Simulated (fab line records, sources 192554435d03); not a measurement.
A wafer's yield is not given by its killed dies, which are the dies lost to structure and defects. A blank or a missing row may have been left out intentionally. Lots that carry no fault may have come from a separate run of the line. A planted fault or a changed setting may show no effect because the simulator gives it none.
Matching of chambers + flow n5_finfet + 4 sister chambers for N5_MOL_CONTACT_COAG_ETCH_65 on rie_diel-02
The step etches underlayer in N2/H2, target depth 13 nm, time 10.4 s. 8 wafers are shown with their chamber, then 8 later ones without.

== EACH WAFER AND ITS CHAMBER ==
| wafer  | chamber | showerhead_plenum_p_Torr (Torr) | drypump_motor_current_A (A) |
|--------|---------|---------------------------------|-----------------------------|
| L081.6 | 2       | 2.41                            | 5.3                         |
| L083.2 | 0       | 2.44                            | 6.2                         |
| L083.4 | 1       | 2.56                            | 5.2                         |
| L083.6 | 3       | 2.66                            | 5.1                         |
| L088.2 | 0       | 2.43                            | 6.1                         |
| L088.3 | 2       | 2.40                            | 5.3                         |
| L088.4 | 3       | 2.65                            | 5.1                         |
| L089.1 | 1       | 2.55                            | 5.2                         |

== WAFERS WITHOUT THEIR CHAMBER ==
| wafer  | showerhead_plenum_p_Torr (Torr) | drypump_motor_current_A (A) |
|--------|---------------------------------|-----------------------------|
| L089.4 | 2.43                            | 6.2                         |
| L089.6 | 2.55                            | 5.2                         |
| L093.2 | 2.40                            | 5.3                         |
| L093.3 | 2.43                            | 6.2                         |
| L093.4 | 2.55                            | 5.2                         |
| L097.3 | 2.39                            | 5.3                         |
| L097.4 | 2.54                            | 5.2                         |
| L097.5 | 2.64                            | 5.1                         |

== EACH ONE'S CHAMBER ==
| wafer  | from the rows above | in truth |
|--------|---------------------|----------|
| L089.4 | 0                   | 0        |
| L089.6 | 1                   | 1        |
| L093.2 | 2                   | 2        |
| L093.3 | 0                   | 0        |
| L093.4 | 1                   | 1        |
| L097.3 | 2                   | 2        |
| L097.4 | 1                   | 1        |
| L097.5 | 3                   | 3        |
Correct placement for 8 of the 8. From these rows, 0 cannot be placed. Wrongly placed: 0.
How it was worked out, from the rows above alone: a wafer's distance from a chamber is the root of the sum, over the readings, of the square of ((its reading less the chamber's mean) divided by the reading's scatter). The wafer belongs to the nearest chamber; if the next one is less than 2 further off, it can't be placed. For every chamber, the mean is computed from those of its wafers that are shown. The scatter: take each reading less its chamber's mean, square it, sum over the shown wafers, divide by the number of wafers less the number of chambers, and take the root.
